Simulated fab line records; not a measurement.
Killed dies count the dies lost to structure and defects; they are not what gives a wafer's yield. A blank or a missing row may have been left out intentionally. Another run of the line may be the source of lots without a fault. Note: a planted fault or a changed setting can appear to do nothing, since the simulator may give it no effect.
The tool behind it: which one?	flow n5-finfet	10 lots, 29 wafers sampled, at 5 steps of a route of 1938

== WHAT THE GAUGES SHOWED, per wafer ==
The record lacks any reading of a measuring or inspecting step that a usual standard deviation could be used to judge.

== TOOL THAT RAN EACH LOT (tool first, then ch and the chambers of the sampled wafers, then the start) ==
lot	N5_HKMG_FIN_ETCH_58	N5_PASSIVATION_PASS_ETCH_47	N5_PASSIVATION_ETCH_54	N5_PASSIVATION_STRIP_48	N5_PASSIVATION_PROBE_49
L640	rie-diel-02 ch 0,1,3, day 4 18:43	rie-diel-02 ch 0,1,3, day 13 07:52	rie-diel-02 ch 0,1,3, day 13 08:06	rie-diel-02 ch 0,1,3, day 13 08:23	prober-01, day 13 10:52
L642	rie-diel-01 ch 1,2, day 5 06:10	rie-diel-01 ch 2,3, day 14 02:22	rie-diel-01 ch 2,3, day 14 02:35	rie-diel-01 ch 2,3, day 14 02:53	prober-02, day 14 05:23
L645	rie-diel-02 ch 0,1,2, day 5 23:16	rie-diel-01 ch 1,2,3, day 14 11:05	rie-diel-01 ch 1,2,3, day 14 11:19	rie-diel-01 ch 1,2,3, day 14 11:36	-
L647	rie-diel-02 ch 1,2, day 6 13:40	rie-diel-01 ch 0,1, day 14 20:35	rie-diel-01 ch 0,1, day 14 20:49	rie-diel-01 ch 0,1, day 14 21:06	prober-02, day 14 23:40
L650	rie-diel-01 ch 1,3, day 7 06:40	rie-diel-06 ch 0,1,3, day 16 13:00	rie-diel-06 ch 0,1,3, day 16 13:14	rie-diel-06 ch 0,1,3, day 16 13:31	-
L653	rie-diel-01 ch 1,2, day 7 23:43	rie-diel-02 ch 2,3, day 16 13:13	rie-diel-02 ch 2,3, day 16 13:27	rie-diel-02 ch 2,3, day 16 13:44	prober-02, day 16 16:17
L654	rie-diel-06 ch 0,1, day 8 06:14	rie-diel-06 ch 0,1,2, day 16 22:18	rie-diel-06 ch 0,1,2, day 16 22:31	rie-diel-06 ch 0,1,2, day 16 22:49	prober-02, day 17 01:18
L655	rie-diel-01 ch 0,3, day 8 09:33	rie-diel-01 ch 0,1, day 16 05:20	rie-diel-01 ch 0,1, day 16 05:34	rie-diel-01 ch 0,1, day 16 05:51	-
L657	rie-diel-06 ch 0,1,2, day 8 23:01	rie-diel-01 ch 0,1,2, day 17 20:17	rie-diel-01 ch 0,1,2, day 17 20:31	rie-diel-01 ch 0,1,2, day 17 20:48	prober-01, day 17 23:21
L660	rie-diel-02 ch 2,3, day 9 22:34	rie-diel-02 ch 1,2,3, day 17 20:07	rie-diel-02 ch 1,2,3, day 17 20:21	rie-diel-02 ch 1,2,3, day 17 20:38	prober-02, day 17 23:11
- N5_HKMG_FIN_ETCH_58: etches SOC in N2/H2, target depth 215.8 nm, time 741 s.
- N5_PASSIVATION_PASS_ETCH_47: etches SiNx in CF4/O2, target depth 770 nm, time 385 s.
- N5_PASSIVATION_ETCH_54: etches SiO2 in CHF3/O2, target depth 880 nm, time 440 s.
- N5_PASSIVATION_STRIP_48: strips in O2.
- N5_PASSIVATION_PROBE_49

== WHAT THE TOOLS THEMSELVES READ (means of the sampled wafers that have a number; where no wafer has one, the mark that the record gives instead) ==
N5_HKMG_FIN_ETCH_58. Usual: drypump-motor-current-A 5.9 A, standard deviation 0.33; oes-product-au 0.82 a.u., standard deviation 0.099; rf-vpp-V 99.5 V, standard deviation 0.92; showerhead-plenum-p-Torr 2.58 Torr, standard deviation 0.061; throttle-valve-pct 17.77 %, standard deviation 0.26.
lot	tool	drypump-motor-current-A (A)	oes-product-au (a.u.)	rf-vpp-V (V)	showerhead-plenum-p-Torr (Torr)	throttle-valve-pct (%)	flag
L640	rie-diel-02	5.7	0.78	99.2	2.61	17.73	
L642	rie-diel-01	6.0	0.72	99.8	2.58	17.87	
L645	rie-diel-02	5.9	0.84	99.9	2.60	17.57	
L647	rie-diel-02	6.0	0.85	99.3	2.60	17.50	
L650	rie-diel-01	5.9	0.76	99.2	2.57	17.97	
L653	rie-diel-01	6.0	0.69	100.8	2.57	17.92	
L654	rie-diel-06	6.3	0.92	99.5	2.53	17.94	
L655	rie-diel-01	5.7	0.88	101.3	2.69	17.76	
L657	rie-diel-06	6.1	0.88	98.7	2.52	17.88	
L660	rie-diel-02	5.7	0.86	99.8	2.59	17.43	

N5_PASSIVATION_PASS_ETCH_47. Usual: O2_flow_sccm 10.000 sccm, standard deviation 0.029; drypump-motor-current-A 5.9 A, standard deviation 0.34; oes-product-au 0.83 a.u., standard deviation 0.063; rf-vpp-V 244 V, standard deviation 3.5; showerhead-plenum-p-Torr 2.22 Torr, standard deviation 0.064; throttle-valve-pct 15.82 %, standard deviation 0.22.
lot	tool	O2_flow_sccm (sccm)	drypump-motor-current-A (A)	oes-product-au (a.u.)	rf-vpp-V (V)	showerhead-plenum-p-Torr (Torr)	throttle-valve-pct (%)	flag
L640	rie-diel-02	10.010	5.7	0.77	240	2.24	15.86	
L642	rie-diel-01	9.993	5.7	0.89	244	2.27	15.75	
L645	rie-diel-01	9.999	5.8	0.87	243	2.24	15.78	
L647	rie-diel-01	10.008	6.0	0.83	244	2.20	15.72	
L650	rie-diel-06	9.982	6.0	0.84	245	2.18	15.98	
L653	rie-diel-02	10.010	6.0	0.80	247	2.21	15.53	
L654	rie-diel-06	9.988	6.1	0.79	244	2.16	15.99	
L655	rie-diel-01	9.989	6.0	0.80	244	2.22	15.76	
L657	rie-diel-01	9.978	6.0	0.82	243	2.22	15.75	
L660	rie-diel-02	10.002	5.7	0.82	244	2.23	15.71	

N5_PASSIVATION_ETCH_54. Usual: O2_flow_sccm 5.000 sccm, standard deviation 0.014; drypump-motor-current-A 5.9 A, standard deviation 0.34; oes-product-au 0.83 a.u., standard deviation 0.063; rf-vpp-V 531 V, standard deviation 7.5; showerhead-plenum-p-Torr 2.43 Torr, standard deviation 0.068; throttle-valve-pct 18.77 %, standard deviation 0.21.
lot	tool	O2_flow_sccm (sccm)	drypump-motor-current-A (A)	oes-product-au (a.u.)	rf-vpp-V (V)	showerhead-plenum-p-Torr (Torr)	throttle-valve-pct (%)	flag
L640	rie-diel-02	4.997	5.7	0.77	523	2.45	18.78	
L642	rie-diel-01	5.011	5.7	0.90	531	2.49	18.75	
L645	rie-diel-01	5.005	5.8	0.87	531	2.45	18.76	
L647	rie-diel-01	5.000	6.1	0.83	532	2.40	18.66	
L650	rie-diel-06	5.001	6.0	0.85	533	2.37	18.93	
L653	rie-diel-02	5.000	6.0	0.80	539	2.42	18.46	
L654	rie-diel-06	5.000	6.1	0.80	530	2.36	18.93	
L655	rie-diel-01	4.998	6.0	0.80	530	2.42	18.69	
L657	rie-diel-01	4.987	6.0	0.82	530	2.43	18.69	
L660	rie-diel-02	5.008	5.8	0.82	529	2.43	18.66	

N5_PASSIVATION_STRIP_48. Usual: drypump-motor-current-A 5.9 A, standard deviation 0.34; oes-product-au 0.83 a.u., standard deviation 0.068; rf-vpp-V 3.7 V, standard deviation 2.2; showerhead-plenum-p-Torr 2.12 Torr, standard deviation 0.065; temp-c 60.00 C, standard deviation 0.13; throttle-valve-pct 16.69 %, standard deviation 0.2.
lot	tool	drypump-motor-current-A (A)	oes-product-au (a.u.)	rf-vpp-V (V)	showerhead-plenum-p-Torr (Torr)	temp-c (C)	throttle-valve-pct (%)	flag
L640	rie-diel-02	5.6	0.79	1.6	2.14	60.09	16.70	
L642	rie-diel-01	5.7	0.91	5.8	2.18	60.17	16.63	
L645	rie-diel-01	5.7	0.87	3.0	2.15	59.96	16.66	
L647	rie-diel-01	6.1	0.82	5.0	2.11	60.09	16.61	
L650	rie-diel-06	6.0	0.85	3.4	2.07	60.00	16.77	
L653	rie-diel-02	6.0	0.80	3.6	2.12	60.07	16.42	
L654	rie-diel-06	6.1	0.81	3.4	2.06	59.91	16.81	
L655	rie-diel-01	6.0	0.81	6.5	2.12	60.01	16.68	
L657	rie-diel-01	6.0	0.82	2.6	2.13	60.07	16.68	
L660	rie-diel-02	5.7	0.81	2.0	2.13	60.11	16.62	

N5_PASSIVATION_PROBE_49. Usual: defect-limited-yield 91.2 %, standard deviation 1.3; killed_at_M0_to_M3 34, standard deviation 10; killed_at_M4_up 13, standard deviation 4.6; killed-at-contacts 13, standard deviation 5.5; killed-at-front-end 41, standard deviation 12; killed-at-other 2.8, standard deviation 2.4; killed-dies 104, standard deviation 16; killed-open 67, standard deviation 12; killed-short 33, standard deviation 7.2; sort_bin_5_function 5.1 %, standard deviation 0.86; sort_bin_6_memory 3.3 %, standard deviation 0.62; sort_bin_8_speed 0.00 %, standard deviation 0.014; sort-n-pass 1076, standard deviation 16.
lot	tool	defect-limited-yield (%)	killed_at_M0_to_M3	killed_at_M4_up	killed-at-contacts	killed-at-front-end	killed-at-other	killed-dies	killed-open	killed-short	sort_bin_5_function (%)	sort_bin_6_memory (%)	sort_bin_8_speed (%)	sort-n-pass	flag
L640	prober-01	91.0	24	18	15	45	5.0	106	72	32	5.5	3.2	0.00	1074	
L642	prober-02	91.0	36	14	13	36	6.0	106	69	30	5.5	3.1	0.00	1074	
L647	prober-02	83.5	33	15	17	128	1.0	194	70	36	10.8	4.0	0.00	986	OFF
L653	prober-02	90.4	44	19	13	36	1.0	114	71	33	5.5	3.5	0.00	1066	
L654	prober-02	92.0	35	10	11	35	4.0	95	57	33	4.5	3.1	0.00	1085	
L657	prober-01	93.2	29	10	14	25	1.0	80	54	21	4.0	2.5	0.00	1100	
L660	prober-02	91.8	46	12	3	31	4.7	97	55	37	4.7	3.0	0.00	1083	

== THE ANSWER, worked out from the rows above alone ==
Rule: take the mean of a lot's wafers that have a number; if it is more than 3 standard deviations from the usual mean, the lot is off. Also off: a lot with no number at a reading for which 4 or more lots have one. All remaining lots with rows at the step are treated as sound. First the gauges in route order, then the tools' own readings, where a lot's mean is used as printed above. The first step at which some lot is off is used, and at that step the reading that is off furthest; a lot without a number counts as furthest.
Off: L647, at N5_PASSIVATION_PROBE_49 (killed-at-front-end). Neither off nor sound, because the step has no rows for them: L645, L650, L655.
If a tool, at that step or one of the process steps before it, ran each lot that is off and ran no sound lot following the first of them, it fits. Of those tried, none fits.

== WHAT THE SIMULATOR PUT IN ==
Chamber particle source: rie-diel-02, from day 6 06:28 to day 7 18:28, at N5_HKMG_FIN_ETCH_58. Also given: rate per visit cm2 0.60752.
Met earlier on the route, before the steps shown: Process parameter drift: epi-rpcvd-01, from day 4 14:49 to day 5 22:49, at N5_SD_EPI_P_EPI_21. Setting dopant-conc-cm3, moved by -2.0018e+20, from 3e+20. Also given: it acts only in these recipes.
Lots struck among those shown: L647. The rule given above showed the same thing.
